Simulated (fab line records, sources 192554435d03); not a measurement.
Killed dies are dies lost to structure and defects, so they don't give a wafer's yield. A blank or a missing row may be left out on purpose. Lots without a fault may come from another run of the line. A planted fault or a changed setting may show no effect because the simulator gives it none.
Chamber matching | flow n5_finfet | N5_BEOL_M6_ETCH_66 on rie_diel-04: 4 sister chambers
The step etches SOC in N2/H2, target depth 80 nm, overetch 16 nm, time 120 s. 4 wafers are shown with their chamber, then 9 later ones without.

WAFERS WITH THEIR CHAMBER
wafer  | chamber | showerhead_plenum_p_Torr (Torr)
L081.2 | 1       | 2.62
L082.3 | 0       | 2.58
L090.5 | 2       | 2.49
L090.6 | 3       | 2.56

WAFERS WITHOUT THEIR CHAMBER
wafer  | showerhead_plenum_p_Torr (Torr)
L092.3 | 2.57
L092.4 | 2.61
L092.5 | 2.57
L095.2 | 2.61
L095.3 | 2.56
L095.6 | 2.56
L093.1 | 2.57
L093.2 | 2.61
L093.6 | 2.56

WHICH CHAMBER EACH WENT THROUGH
wafer  | from the rows above     | in truth
L092.3 | can't be placed: 3 or 0 | 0
L092.4 | 1                       | 1
L092.5 | can't be placed: 3 or 0 | 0
L095.2 | 1                       | 1
L095.3 | 3                       | 3
L095.6 | 3                       | 3
L093.1 | can't be placed: 3 or 0 | 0
L093.2 | 1                       | 1
L093.6 | 3                       | 3
Placed correctly: 6 of 9. Can't be placed from these rows: 3 (the true chamber is among the candidates in 3). Placed wrongly: 0.
How it was worked out, from the rows above alone: a wafer's distance from a chamber is the root of the sum, over the readings, of the square of ((its reading less the chamber's mean) divided by the reading's scatter). The wafer belongs to the nearest chamber; if the next one is less than 2 further off, it can't be placed. A chamber's mean is the mean of its shown wafers. The scatter: with one shown wafer a chamber, the root of the mean of the squares of how far each hidden wafer lies from its nearest shown one.
